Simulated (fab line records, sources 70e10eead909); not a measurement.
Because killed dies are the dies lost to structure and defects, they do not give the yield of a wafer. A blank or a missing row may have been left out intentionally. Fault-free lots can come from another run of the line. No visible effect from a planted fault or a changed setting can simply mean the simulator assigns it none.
A sampling plan put to the test -- flow nand-harc -- each of the 24 faults these records tell of, on one fab line, judged from the records of the lots it struck
Plan = the line's own looks (route steps where a gauge or an inspection reads the wafer without altering it). A look is open to judgement when struck wafers have a number at it and the file gives its usual mean and standard deviation on fault-free wafers. Caught: the struck wafers' mean, at a look after the fault's first step, is 4 or more of those standard deviations (sigma) away from the usual mean. On the tool: here the same test is run on the tool's own readings at the fault's steps. Also counted as caught: the struck wafers showing another recipe, or a record that is empty for them alone.

== THE FAULTS, as the simulator had put them in ==
1. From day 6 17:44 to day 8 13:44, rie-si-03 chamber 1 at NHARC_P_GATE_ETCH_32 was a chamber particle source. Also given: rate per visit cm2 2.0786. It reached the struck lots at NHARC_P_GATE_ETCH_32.
2. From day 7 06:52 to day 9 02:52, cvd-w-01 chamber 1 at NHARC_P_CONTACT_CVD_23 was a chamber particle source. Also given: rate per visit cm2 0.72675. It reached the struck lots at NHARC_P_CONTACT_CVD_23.
3. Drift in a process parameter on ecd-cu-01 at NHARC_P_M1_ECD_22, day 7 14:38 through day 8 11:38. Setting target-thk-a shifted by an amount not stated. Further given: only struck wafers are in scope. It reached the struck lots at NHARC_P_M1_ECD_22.
4. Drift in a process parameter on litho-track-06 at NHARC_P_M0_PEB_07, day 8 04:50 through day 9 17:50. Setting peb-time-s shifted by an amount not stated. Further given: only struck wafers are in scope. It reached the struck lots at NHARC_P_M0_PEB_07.
5. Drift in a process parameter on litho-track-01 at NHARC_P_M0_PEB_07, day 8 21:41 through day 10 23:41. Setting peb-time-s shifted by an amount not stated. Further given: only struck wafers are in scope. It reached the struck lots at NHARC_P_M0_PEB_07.
6. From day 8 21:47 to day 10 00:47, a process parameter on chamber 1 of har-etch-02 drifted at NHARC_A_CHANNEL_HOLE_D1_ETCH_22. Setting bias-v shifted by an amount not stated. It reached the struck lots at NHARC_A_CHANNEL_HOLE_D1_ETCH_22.
7. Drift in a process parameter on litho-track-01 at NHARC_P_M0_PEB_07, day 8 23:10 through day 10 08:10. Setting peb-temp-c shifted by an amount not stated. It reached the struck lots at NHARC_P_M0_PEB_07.
8. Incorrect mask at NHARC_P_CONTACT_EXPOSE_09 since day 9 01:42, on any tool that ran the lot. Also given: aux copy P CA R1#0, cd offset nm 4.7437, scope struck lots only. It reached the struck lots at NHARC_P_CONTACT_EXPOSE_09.
9. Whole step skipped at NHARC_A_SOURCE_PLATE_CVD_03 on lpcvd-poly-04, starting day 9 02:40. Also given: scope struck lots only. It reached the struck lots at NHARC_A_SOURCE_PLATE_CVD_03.
10. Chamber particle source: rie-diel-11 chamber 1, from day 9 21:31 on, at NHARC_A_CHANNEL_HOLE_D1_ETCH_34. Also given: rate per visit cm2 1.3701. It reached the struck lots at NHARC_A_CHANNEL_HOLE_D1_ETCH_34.
11. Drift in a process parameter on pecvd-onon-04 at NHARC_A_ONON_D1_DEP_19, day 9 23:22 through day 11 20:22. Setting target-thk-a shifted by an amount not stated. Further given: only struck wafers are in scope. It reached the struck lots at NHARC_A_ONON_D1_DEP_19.
12. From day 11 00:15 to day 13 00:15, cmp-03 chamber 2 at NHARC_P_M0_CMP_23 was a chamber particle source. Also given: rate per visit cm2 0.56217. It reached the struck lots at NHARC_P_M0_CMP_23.
13. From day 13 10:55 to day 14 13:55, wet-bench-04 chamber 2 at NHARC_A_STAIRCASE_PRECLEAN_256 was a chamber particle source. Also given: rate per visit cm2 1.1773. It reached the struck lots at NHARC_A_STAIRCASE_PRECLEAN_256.
14. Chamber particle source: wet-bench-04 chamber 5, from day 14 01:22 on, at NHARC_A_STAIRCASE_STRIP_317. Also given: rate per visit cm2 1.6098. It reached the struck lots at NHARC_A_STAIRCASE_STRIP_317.
15. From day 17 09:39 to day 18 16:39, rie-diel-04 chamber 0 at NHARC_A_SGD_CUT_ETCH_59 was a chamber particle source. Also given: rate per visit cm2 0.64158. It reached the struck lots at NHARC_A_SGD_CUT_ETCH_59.
16. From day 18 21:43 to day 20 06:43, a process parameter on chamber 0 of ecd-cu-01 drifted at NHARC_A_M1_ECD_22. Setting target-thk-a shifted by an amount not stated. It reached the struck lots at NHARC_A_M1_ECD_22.
17. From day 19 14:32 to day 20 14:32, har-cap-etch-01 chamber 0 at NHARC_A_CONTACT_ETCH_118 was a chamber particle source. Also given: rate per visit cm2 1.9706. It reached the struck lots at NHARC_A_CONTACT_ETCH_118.
18. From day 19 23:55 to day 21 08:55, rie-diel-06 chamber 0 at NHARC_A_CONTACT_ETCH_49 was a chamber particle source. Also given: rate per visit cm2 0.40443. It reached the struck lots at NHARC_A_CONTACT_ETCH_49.
19. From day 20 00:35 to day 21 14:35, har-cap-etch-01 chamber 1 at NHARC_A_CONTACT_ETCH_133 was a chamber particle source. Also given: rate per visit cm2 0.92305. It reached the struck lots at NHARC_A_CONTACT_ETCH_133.
20. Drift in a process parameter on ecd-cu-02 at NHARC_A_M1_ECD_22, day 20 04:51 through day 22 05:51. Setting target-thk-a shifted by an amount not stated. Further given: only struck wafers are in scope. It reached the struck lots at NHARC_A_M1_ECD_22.
21. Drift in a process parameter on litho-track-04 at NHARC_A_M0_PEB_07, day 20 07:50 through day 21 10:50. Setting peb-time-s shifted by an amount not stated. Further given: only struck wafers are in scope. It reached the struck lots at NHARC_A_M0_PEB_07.
22. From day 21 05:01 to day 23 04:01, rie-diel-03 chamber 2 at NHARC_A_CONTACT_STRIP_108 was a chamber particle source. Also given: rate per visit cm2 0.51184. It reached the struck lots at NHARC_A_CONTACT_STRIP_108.
23. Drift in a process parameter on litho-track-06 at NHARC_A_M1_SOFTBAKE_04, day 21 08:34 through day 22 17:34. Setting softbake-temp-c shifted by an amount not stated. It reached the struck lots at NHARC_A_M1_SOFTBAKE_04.
24. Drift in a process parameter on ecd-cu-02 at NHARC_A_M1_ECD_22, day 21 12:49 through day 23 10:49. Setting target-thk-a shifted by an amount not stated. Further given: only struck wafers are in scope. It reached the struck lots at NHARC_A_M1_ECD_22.

== WHAT THE PLAN SAW ==
fault,on the tool itself,first look that catches it,"reading, sigma",median hours from its first step to that look,hours from the fault's start to the first struck lot there,judged looks passed uncaught
1,under 2 sigma,NHARC_P_GATE_INSPECT_68,raw-defect-count +25,17.6,18,0
2,under 2 sigma,NHARC_END_SORT_01,killed-at-periphery +30,362.4,398,0
3,no reading that can be judged,NHARC_P_M1_THK_MEAS_24,thk-nm -13,1.4,8,0
4,under 2 sigma,NHARC_P_M0_CD_MEAS_09,cd-nm +19,0.1,5,0
5,heater-power-total-W +14 sigma,NHARC_P_M0_CD_MEAS_09,cd-nm -4.8,0.1,1,0
6,under 2 sigma,no look after it can be judged,-,-,-,0
7,plate-temp-C +18 sigma,NHARC_P_M0_CD_MEAS_09,cd-nm +11,0.1,0,0
8,no reading that can be judged,NHARC_P_CONTACT_CD_MEAS_12,cd-nm +7.1,0.1,9,0
9,the tool's record is blank for the struck wafers,NHARC_A_SOURCE_PLATE_THK_MEAS_06,thk-nm -71,10.5,13,0
10,under 2 sigma,NHARC_A_CHANNEL_HOLE_D1_INSPECT_40,raw-defect-count +52,6.5,17,0
11,no reading that can be judged,NHARC_A_ONON_D1_THK_MEAS_21,thk-nm -9.0,0.5,3,0
12,under 2 sigma,NHARC_P_M1_INSPECT_11,raw-defect-count +99 or beyond,2.1,14,1
13,no reading that can be judged,NHARC_END_SORT_01,killed-dies +5.3,222.1,221,0
14,no reading that can be judged,NHARC_END_SORT_01,killed-dies +5.3,179.4,183,1
15,under 2 sigma,NHARC_END_SORT_01,killed-at-array +5.3,133.4,158,0
16,no reading that can be judged,no look after it can be judged,-,-,-,0
17,the tool's record is blank for the struck wafers,NHARC_END_SORT_01,killed-at-array +11,72.4,80,1
18,under 2 sigma,NHARC_END_SORT_01,killed-at-array +7.5,75.7,79,0
19,the tool's record is blank for the struck wafers,NHARC_END_SORT_01,killed-at-array +4.4,64.3,70,1
20,under 2 sigma,not the one look that can be judged after it,-,-,-,1
21,no reading that can be judged,NHARC_A_M0_CD_MEAS_09,cd-nm +7.4,0.1,14,0
22,no reading that can be judged,NHARC_END_SORT_01,killed-dies +9.7,51.5,77,0
23,heater-power-total-W +99 or beyond sigma,not the one look that can be judged after it,"strongest: cd-nm at NHARC_A_M1_CD_MEAS_09, -3.5",-,-,1
24,no reading that can be judged,no look after it can be judged,-,-,-,0
A dash: this means the fault isn't caught or the number doesn't appear in these records.

Caught at a look: 19 of 24. Caught on the tool: 6 of 24. By one or the other: 20 of 24.
Caught on the tool alone: fault 23.
Caught at a look alone: faults 1, 2, 3, 4, 8, 10, 11, 12, 13, 14, 15, 18, 21, 22.
Caught by neither: faults 6, 16, 20, 24.

== THINNER SAMPLING ==
Were the look that catches a fault to measure just every second or every third lot (counted by lot number), the first struck lot would, at worst, be measured this late:
fault,"struck lots at that look, in order of time",every lot,every second lot,every third lot
1,"L732, L734",18 h,may miss all 2,may miss all 2
2,L985,398 h,may miss it,may miss it
3,L451,8 h,may miss it,may miss it
4,"L438, L443",5 h,37 h,may miss all 2
5,"L754, L755",1 h,2 h,may miss all 2
7,"L674, L675",0 h,19 h,may miss all 2
8,L882,9 h,may miss it,may miss it
9,"L133, L134",13 h,13 h,may miss all 2
10,L308,17 h,may miss it,may miss it
11,"L704, L705, L711",3 h,15 h,may miss all 3
12,"L116, L117",14 h,21 h,may miss all 2
13,"L652, L655",221 h,241 h,may miss all 2
14,"L993, L996",183 h,191 h,may miss all 2
15,L924,158 h,may miss it,may miss it
17,"L183, L184",80 h,85 h,may miss all 2
18,"L214, L216",79 h,may miss all 2,may miss all 2
19,L904,70 h,may miss it,may miss it
21,L452,14 h,may miss it,may miss it
22,L672,77 h,may miss it,may miss it
Hours count from the start of the fault until the first struck lot that is measured. The limit of 4 sigma was tested on all struck wafers together, so one lot alone may lie under it. Other struck lots may not be in these records.

== THE LONGEST TIMED WAY FROM STEP TO LOOK ==
For fault 2, NHARC_P_CONTACT_CVD_23 and NHARC_END_SORT_01 are separated by a median of 362.4 hours. No look between them can be judged.
